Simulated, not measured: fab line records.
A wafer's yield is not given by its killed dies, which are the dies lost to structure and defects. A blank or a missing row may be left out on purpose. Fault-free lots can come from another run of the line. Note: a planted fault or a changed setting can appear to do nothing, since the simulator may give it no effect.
A lot that was struck, set against a sound lot || flow nand_harc || 43 out of 1159 route steps
Sound: the wafers L814.1, L814.4, L814.5. Struck: wafer L830.4 (left out: L830.2, L830.6 of the same lot, which were not struck); the cause appears at the end.
Each step with rows lists, per side, the tool, then ch with its chambers, then its first start. Under that, the readings that differ: sound wafers || struck wafers || difference of the means || sigmas: that difference in standard deviations of wafers without a fault.
alike: readings with means less than 2 such deviations apart, plus words and numbers identical on both sides. not compared: withheld readings, readings lacking a value on some wafer, bounds such as >300 that could conceal the same value, and numbers that have no deviation in the record and whose values overlap.
A row with sigmas, a row that says differs or no value, or rows on one side alone: a step with any of these is where the two part. When numbers do not overlap yet have no deviation, they are printed without sigmas and do not part them. Lack of a reading on every wafer of one side parts them only where that side has two or more wafers.

NHARC_P_CONTACT_INSPECT_14:
  sound: defect_inspect-02 at day 5 12:45; struck: defect_inspect-02 at day 9 16:30
  alike: raw_defect_count
then, 6 steps without rows for these wafers: NHARC_P_CONTACT_DESCUM_17 (chemistry O2, time 3 s); NHARC_P_CONTACT_ETCH_35 (etches the open film in CF4, target depth 39 nm, time 65 s); NHARC_P_CONTACT_ETCH_36 (etches the open film in N2/H2, target depth 260 nm, time 406.25 s); NHARC_P_CONTACT_ETCH_18 (etches the open film in C4F8/O2/Ar, target depth 481 nm, time 240.5 s); NHARC_P_CONTACT_STRIP_37 (strips in C4F8/O2/Ar); NHARC_P_CONTACT_ETCH_31 (etches the open film in CH3F/O2, target depth 30 nm, time 85.7 s).
NHARC_P_CONTACT_CD_MEAS_19:
  sound: cd_sem-02 at day 5 14:02; struck: cd_sem-01 at day 9 17:34
  alike: cd_nm
NHARC_P_CONTACT_STRIP_28: strips in O2.
  sound on rie_diel-03 ch 1,2,3, day 5 14:09; struck on rie_diel-04 ch 2, day 9 17:38
  alike: drypump_motor_current_A, oes_product_au, rf_vpp_V, showerhead_plenum_p_Torr, throttle_valve_pct
  not compared: rf_hours_counter_h
then, 3 steps without rows for these wafers: NHARC_P_CONTACT_STRIP_29 (strips in post etch residue remover, time 1200 s); NHARC_P_CONTACT_DEGAS_38 (time 60 s); NHARC_P_CONTACT_PRE_CLEAN_39 (time 19.5 s).
NHARC_P_CONTACT_PVD_32: deposits Ti, target thk 5 nm, time 17.7 s.
  sound: pvd_sputter-01 at day 5 14:53; struck: pvd_sputter-01 at day 9 18:24
  alike: throttle_valve_pct
then, 4 steps without rows for these wafers: NHARC_P_CONTACT_ALD_22 (deposits TiN, target thk 3 nm, pulse time 1 s, ald cycles 150); NHARC_P_CONTACT_CVD_23 (deposits W, target thk 200 nm, time 557 s); NHARC_P_CONTACT_CMP_24 (polishes, t overpolish 30 s, target thk 200 nm); NHARC_P_CONTACT_SRD_26.
NHARC_P_CONTACT_INSPECT_27:
  sound: defect_inspect-02 at day 5 22:08; struck: defect_inspect-01 at day 10 00:02
  alike: raw_defect_count
then, 10 steps without rows for these wafers: NHARC_P_M0_DEP_00 (deposits SiOC, target thk 150 nm); NHARC_P_M0_DEHYDRATE_01 (time 120 s); NHARC_P_M0_HMDS_02 (time 30 s); NHARC_P_M0_COAT_33 (time 65 s); NHARC_P_M0_COAT_03 (resist thk 90 nm); NHARC_P_M0_SOFTBAKE_04 (time 55 s); NHARC_P_M0_EBR_05; NHARC_P_M0_EXPOSE_06 (exposes mask P M0, target cd 90 nm); NHARC_P_M0_PEB_07 (peb time 65 s); NHARC_P_M0_DEVELOP_08 (develop time 35 s).
NHARC_P_M0_CD_MEAS_09 targets a cd of 90 nm.
  sound on cd_sem-02 ch 0, day 5 22:55; struck on cd_sem-03 ch 0, day 10 00:56
  alike: cd_nm
NHARC_P_M0_OVL_MEAS_10: pitch 180 nm.
  sound: overlay-02 at day 5 23:01; struck: overlay-01 at day 10 01:02
  alike: overlay_x_nm, overlay_y_nm
NHARC_P_M0_INSPECT_11:
  sound: defect_inspect-02 at day 5 23:02; struck: defect_inspect-02 at day 10 01:04
  alike: raw_defect_count
then, 1 step without rows for these wafers: NHARC_P_M0_DESCUM_14 (chemistry O2, time 3 s).
NHARC_P_M0_ETCH_34: etches the open film in N2/H2, target depth 40 nm, overetch 12 nm, time 43.94 s.
  sound on rie_diel-02 ch 0,1, day 5 23:11; struck on rie_diel-06 ch 3, day 10 01:13
  alike: drypump_motor_current_A, oes_product_au, rf_vpp_V, showerhead_plenum_p_Torr, throttle_valve_pct
  not compared: rf_hours_counter_h
NHARC_P_M0_ETCH_15: etches the open film in C4F8/Ar, target depth 150 nm, overetch 15 nm, time 82.5 s.
  sound: rie_diel-02 ch 0,1; struck: rie_diel-06 ch 0
{"reading": "oes_product_au (a.u.)", "sound": "0.981 0.962 0.987", "struck": 0.928, "difference": -0.049, "sigmas": -2}
{"reading": "rf_vpp_V (V)", "sound": "436.2 437.8 438.5", "struck": 442.5, "difference": "+5.0", "sigmas": "+2"}
  not compared: rf_hours_counter_h
NHARC_P_M0_CD_MEAS_16:
  sound: cd_sem-02 at day 5 23:25; struck: cd_sem-02 at day 10 01:26
  alike: cd_nm
NHARC_P_M0_STRIP_18: strips in N2/H2.
  sound on rie_diel-13 ch 0,2,3, day 5 23:32; struck on rie_diel-13 ch 0, day 10 01:34
  alike: drypump_motor_current_A, oes_product_au, rf_vpp_V, showerhead_plenum_p_Torr, throttle_valve_pct
  not compared: rf_hours_counter_h
then, 3 steps without rows for these wafers: NHARC_P_M0_STRIP_19 (strips in post etch residue remover, time 600 s); NHARC_P_M0_DEGAS_28 (time 60 s); NHARC_P_M0_PRE_CLEAN_29 (time 30 s).
NHARC_P_M0_PVD_20: deposits TaN, target thk 5 nm, time 8.06 s.
  sound on pvd_sputter-03; struck on pvd_sputter-03
  alike: throttle_valve_pct
then, 1 step without rows for these wafers: NHARC_P_M0_PVD_21 (deposits Cu, target thk 30 nm, time 20.49 s).
-- here the record skips 12 days between the struck wafers' starts before and after, leaving off in module P_M0 and picking up in module A_M1 (first step shown: number 1039 of the route) --
NHARC_A_M1_DESCUM_14: chemistry O2, time 3 s.
  sound on rie_diel-08 ch 0,2,3, day 18 01:20; struck on rie_diel-08 ch 0, day 21 19:19
{"reading": "model.A_M1.cd_nm (nm)", "sound": "120.2 120.8 119.8", "struck": 121.3, "difference": "+1.0", "sigmas": ""}
  alike: drypump_motor_current_A, oes_product_au, rf_vpp_V, showerhead_plenum_p_Torr, throttle_valve_pct
  not compared: rf_hours_counter_h
NHARC_A_M1_ETCH_28: etches the open film in CF4/N2, target depth 30 nm, time 72.99 s.
  sound: rie_diel-08 ch 1,2,3; struck: rie_diel-05 ch 0
  alike: drypump_motor_current_A, oes_product_au, rf_vpp_V, showerhead_plenum_p_Torr, throttle_valve_pct
  not compared: rf_hours_counter_h, model.A_M1.cd_nm

## WHERE THEY PART
NHARC_P_M0_ETCH_15 only, going by this record. Later steps at which nothing parts them and some readings are alike: NHARC_P_M0_CD_MEAS_16, NHARC_P_M0_STRIP_18, NHARC_P_M0_PVD_20, NHARC_A_M1_DESCUM_14, NHARC_A_M1_ETCH_28.

WHY: what the simulator had put in
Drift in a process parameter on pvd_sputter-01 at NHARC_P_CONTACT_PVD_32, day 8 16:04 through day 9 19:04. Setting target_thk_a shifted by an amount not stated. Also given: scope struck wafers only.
